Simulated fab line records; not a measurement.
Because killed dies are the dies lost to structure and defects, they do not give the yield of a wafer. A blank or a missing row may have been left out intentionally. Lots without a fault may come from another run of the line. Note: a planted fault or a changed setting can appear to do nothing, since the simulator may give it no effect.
Matching of chambers || flow n5 finfet || N5_BEOL_M4_ILD_DEP_00 on pecvd-03: 3 sister chambers
The step deposits SiOC from DEMS/O2, target thk 79 nm, time 15.3 s. 27 wafers are shown with their chamber, then 12 later ones without.

WAFERS, EACH WITH ITS CHAMBER
{"wafer": "L074.1", "chamber": 2, "throttle valve pct (%)": 11.9, "showerhead vpp V (V)": 1340, "heater power w (W)": 308}
{"wafer": "L074.3", "chamber": 1, "throttle valve pct (%)": 12.5, "showerhead vpp V (V)": 1394, "heater power w (W)": 515}
{"wafer": "L074.5", "chamber": 1, "throttle valve pct (%)": 12.7, "showerhead vpp V (V)": 1389, "heater power w (W)": 402}
{"wafer": "L077.2", "chamber": 1, "throttle valve pct (%)": 12.7, "showerhead vpp V (V)": 1385, "heater power w (W)": 461}
{"wafer": "L077.5", "chamber": 2, "throttle valve pct (%)": 11.8, "showerhead vpp V (V)": 1341, "heater power w (W)": 359}
{"wafer": "L077.6", "chamber": 1, "throttle valve pct (%)": 12.6, "showerhead vpp V (V)": 1400, "heater power w (W)": 483}
{"wafer": "L078.2", "chamber": 1, "throttle valve pct (%)": 12.7, "showerhead vpp V (V)": 1406, "heater power w (W)": 498}
{"wafer": "L078.3", "chamber": 2, "throttle valve pct (%)": 12.0, "showerhead vpp V (V)": 1323, "heater power w (W)": 378}
{"wafer": "L078.6", "chamber": 2, "throttle valve pct (%)": 12.1, "showerhead vpp V (V)": 1360, "heater power w (W)": 387}
{"wafer": "L079.1", "chamber": 2, "throttle valve pct (%)": 12.2, "showerhead vpp V (V)": 1368, "heater power w (W)": 346}
{"wafer": "L079.5", "chamber": 0, "throttle valve pct (%)": 11.4, "showerhead vpp V (V)": 1314, "heater power w (W)": 538}
{"wafer": "L079.6", "chamber": 2, "throttle valve pct (%)": 12.0, "showerhead vpp V (V)": 1344, "heater power w (W)": 362}
{"wafer": "L081.4", "chamber": 1, "throttle valve pct (%)": 12.9, "showerhead vpp V (V)": 1390, "heater power w (W)": 413}
{"wafer": "L081.5", "chamber": 2, "throttle valve pct (%)": 12.2, "showerhead vpp V (V)": 1329, "heater power w (W)": 347}
{"wafer": "L081.6", "chamber": 0, "throttle valve pct (%)": 11.3, "showerhead vpp V (V)": 1325, "heater power w (W)": 510}
{"wafer": "L085.4", "chamber": 1, "throttle valve pct (%)": 12.7, "showerhead vpp V (V)": 1400, "heater power w (W)": 441}
{"wafer": "L085.5", "chamber": 0, "throttle valve pct (%)": 11.6, "showerhead vpp V (V)": 1313, "heater power w (W)": 517}
{"wafer": "L085.6", "chamber": 2, "throttle valve pct (%)": 12.0, "showerhead vpp V (V)": 1333, "heater power w (W)": 346}
{"wafer": "L082.2", "chamber": 0, "throttle valve pct (%)": 11.4, "showerhead vpp V (V)": 1307, "heater power w (W)": 509}
{"wafer": "L082.3", "chamber": 1, "throttle valve pct (%)": 12.8, "showerhead vpp V (V)": 1412, "heater power w (W)": 410}
{"wafer": "L082.6", "chamber": 2, "throttle valve pct (%)": 12.0, "showerhead vpp V (V)": 1346, "heater power w (W)": 323}
{"wafer": "L087.2", "chamber": 2, "throttle valve pct (%)": 11.9, "showerhead vpp V (V)": 1321, "heater power w (W)": 370}
{"wafer": "L087.4", "chamber": 2, "throttle valve pct (%)": 11.8, "showerhead vpp V (V)": 1361, "heater power w (W)": 383}
{"wafer": "L087.6", "chamber": 0, "throttle valve pct (%)": 11.3, "showerhead vpp V (V)": 1317, "heater power w (W)": 513}
{"wafer": "L088.3", "chamber": 1, "throttle valve pct (%)": 12.7, "showerhead vpp V (V)": 1375, "heater power w (W)": 456}
{"wafer": "L088.5", "chamber": 0, "throttle valve pct (%)": 11.6, "showerhead vpp V (V)": 1321, "heater power w (W)": 518}
{"wafer": "L088.6", "chamber": 2, "throttle valve pct (%)": 12.3, "showerhead vpp V (V)": 1340, "heater power w (W)": 335}

SIGNATURES (means of the wafers above)
{"reading": "throttle valve pct", "chamber 0": 11.433, "chamber 1": 12.700, "chamber 2": 12.017, "scatter within a chamber": 0.14}
{"reading": "showerhead vpp V", "chamber 0": 1316.17, "chamber 1": 1394.56, "chamber 2": 1342.17, "scatter within a chamber": 12.4}
{"reading": "heater power w", "chamber 0": 517.50, "chamber 1": 453.22, "chamber 2": 353.67, "scatter within a chamber": 28.9}
Rule: a wafer's distance from a chamber is the root of the sum, over the readings, of the square of ((its reading less the chamber's mean) divided by the reading's scatter). If the next closest chamber is less than 2 further off than the closest, the wafer can't be placed; otherwise it belongs to the closest. The scatter: take each reading less its chamber's mean, square it, sum over the shown wafers, divide by the number of wafers less the number of chambers, and take the root.

WAFERS WHOSE CHAMBER IS MISSING
{"wafer": "L093.1", "throttle valve pct (%)": 11.6, "showerhead vpp V (V)": 1328, "heater power w (W)": 554}
{"wafer": "L093.2", "throttle valve pct (%)": 12.0, "showerhead vpp V (V)": 1315, "heater power w (W)": 356}
{"wafer": "L093.4", "throttle valve pct (%)": 12.3, "showerhead vpp V (V)": 1331, "heater power w (W)": 359}
{"wafer": "L090.1", "throttle valve pct (%)": 12.2, "showerhead vpp V (V)": 1336, "heater power w (W)": 351}
{"wafer": "L090.4", "throttle valve pct (%)": 12.0, "showerhead vpp V (V)": 1342, "heater power w (W)": 344}
{"wafer": "L090.6", "throttle valve pct (%)": 11.6, "showerhead vpp V (V)": 1327, "heater power w (W)": 567}
{"wafer": "L092.3", "throttle valve pct (%)": 12.4, "showerhead vpp V (V)": 1335, "heater power w (W)": 349}
{"wafer": "L092.5", "throttle valve pct (%)": 12.7, "showerhead vpp V (V)": 1414, "heater power w (W)": 414}
{"wafer": "L092.6", "throttle valve pct (%)": 11.8, "showerhead vpp V (V)": 1318, "heater power w (W)": 550}
{"wafer": "L091.1", "throttle valve pct (%)": 11.6, "showerhead vpp V (V)": 1322, "heater power w (W)": 490}
{"wafer": "L091.2", "throttle valve pct (%)": 12.1, "showerhead vpp V (V)": 1343, "heater power w (W)": 313}
{"wafer": "L091.6", "throttle valve pct (%)": 12.6, "showerhead vpp V (V)": 1395, "heater power w (W)": 418}

EACH ONE'S CHAMBER
{"wafer": "L093.1", "from the rows above": 0, "in truth": 0}
{"wafer": "L093.2", "from the rows above": 2, "in truth": 2}
{"wafer": "L093.4", "from the rows above": 2, "in truth": 2}
{"wafer": "L090.1", "from the rows above": 2, "in truth": 2}
{"wafer": "L090.4", "from the rows above": 2, "in truth": 2}
{"wafer": "L090.6", "from the rows above": 0, "in truth": 0}
{"wafer": "L092.3", "from the rows above": 2, "in truth": 2}
{"wafer": "L092.5", "from the rows above": 1, "in truth": 1}
{"wafer": "L092.6", "from the rows above": 0, "in truth": 0}
{"wafer": "L091.1", "from the rows above": 0, "in truth": 0}
{"wafer": "L091.2", "from the rows above": 2, "in truth": 2}
{"wafer": "L091.6", "from the rows above": 1, "in truth": 1}
Correctly placed: 12 of 12. Can't be placed from these rows: 0. Number placed wrongly: 0.
